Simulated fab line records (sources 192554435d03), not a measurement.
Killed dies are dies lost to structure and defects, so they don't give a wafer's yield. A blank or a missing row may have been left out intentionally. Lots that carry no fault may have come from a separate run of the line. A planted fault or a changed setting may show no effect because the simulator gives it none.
Lot-split experiment | flow n5 finfet | on a route of 1938 steps: 7 lots, 21 wafers read

THE SPLIT ITSELF
At N5_BEOL_M3_COAT_67 (time 60 s, resist thk 60 nm), the setting spin rpm was moved away from the recipe's 1500 rpm on 7 of the 21 wafers read, by -7.2% to +6.7%. The other wafers ran this setting at the recipe's value.

The reading is taken at the split's own step.

THE READING
SOC_of_BEOL_M3_COAT_67.thk nm (the simulator's own value, which no gauge read), in nm, at N5_BEOL_M3_COAT_67 (time 60 s, resist thk 60 nm). There is no usual value for it anywhere in the file. The 14 wafers here that ran the recipe average 60.0 nm, standard deviation 0.12 nm.

wafer  | tool, chamber at the split | spin rpm as run, rpm | against the recipe | SOC_of_BEOL_M3_COAT_67.thk nm, nm | against lot-mates on the recipe
L074.1 | litho track-01, 0          | 1500                 | recipe             | 60                                | -
L074.2 | litho track-01, 0          | 1558                 | +3.9%              | 58.8                              | -1.1
L074.5 | litho track-01, 0          | 1500                 | recipe             | 59.8                              | -
L081.1 | litho track-04, 0          | 1500                 | recipe             | 60                                | -
L081.5 | litho track-04, 0          | 1500                 | recipe             | 59.8                              | -
L081.6 | litho track-04, 0          | 1500                 | recipe             | 59.8                              | -
L089.3 | litho track-01, 0          | 1500                 | recipe             | 60.2                              | -
L089.6 | litho track-01, 0          | 1500                 | recipe             | 60.2                              | -
L089.5 | litho track-01, 0          | 1500                 | recipe             | 60                                | -
L090.1 | litho track-01, 0          | 1500                 | recipe             | 60                                | -
L090.4 | litho track-01, 0          | 1500                 | recipe             | 60                                | -
L090.2 | litho track-01, 0          | 1392                 | -7.2%              | 62.4                              | +2.4
L091.2 | litho track-02, 0          | 1500                 | recipe             | 60                                | -
L091.4 | litho track-02, 0          | 1500                 | recipe             | 60                                | -
L091.3 | litho track-02, 0          | 1600                 | +6.7%              | 58.2                              | -1.8
L093.1 | litho track-01, 0          | 1500                 | recipe             | 60                                | -
L093.3 | litho track-01, 0          | 1436                 | -4.3%              | 61.4                              | +1.4
L093.4 | litho track-01, 0          | 1436                 | -4.3%              | 61.2                              | +1.2
L096.2 | litho track-04, 0          | 1500                 | recipe             | 60                                | -
L096.3 | litho track-04, 0          | 1579                 | +5.3%              | 58.6                              | -1.4
L096.5 | litho track-04, 0          | 1579                 | +5.3%              | 58.6                              | -1.4

THE FIT
A straight line over all 21 wafers: SOC_of_BEOL_M3_COAT_67.thk nm changes by -0.295 nm for each +1% of spin rpm; r = -0.99; the points scatter about the line by 0.14 nm.
The same after taking each lot's own level away (the mean of its wafers on the recipe; 21 wafers): -0.293 nm for each +1%; r = -0.99; scatter 0.11 nm.
Per that fit: largest spin rpm move, reading shift of 2.1 nm.
From 59.87 to 60.13 nm: that is the span of the lots' own levels, equal to 2.2 times the standard deviation above.
Hence the lot-to-lot level has little effect on the slope; both slopes agree.
Check: for one of the wafers moved furthest among these (-7.2%), held out of the fit, the line's prediction against its lot-mates is +2.04 nm. Against them it came out at +2.4 nm.

ADDITIONAL SPLITS CARRIED BY THESE WAFERS
Note: prior to the reading, these wafers also went through further splits. Each is held against what the fit with the lots' levels taken away leaves over:
other split on the same wafers         | wafers away from the commonest value | r with SOC_of_BEOL_M3_COAT_67.thk nm (lot level and that fit taken away)
N5_GATE_CUT_COAT_27 spin rpm           | 8                                    | +0.14
N5_MOL_CONTACT_COAG_COAT_103 spin rpm  | 10                                   | -0.13
N5_MOL_CONTACT_COAG_ALD_133 ald cycles | 6                                    | -0.10
N5_BEOL_M0_SAQP_MANDREL_ETCH_20 icp w  | 8                                    | +0.23
N5_BEOL_M1_VIA_ETCH_34 bias w          | 8                                    | +0.13
N5_BEOL_M1_TRENCH_ETCH_37 time s       | 5                                    | -0.07
N5_BEOL_M2_ILD_DEP_00 time s           | 6                                    | +0.10
N5_BEOL_M2_PECVD_72 time s             | 7                                    | +0.08
N5_BEOL_M2_DESCUM_33 time s            | 7                                    | +0.16

FILE'S OWN FIT
SOC_of_BEOL_M3_COAT_67.thk nm changes by -0.296 nm for each +1% of spin rpm, r = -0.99.
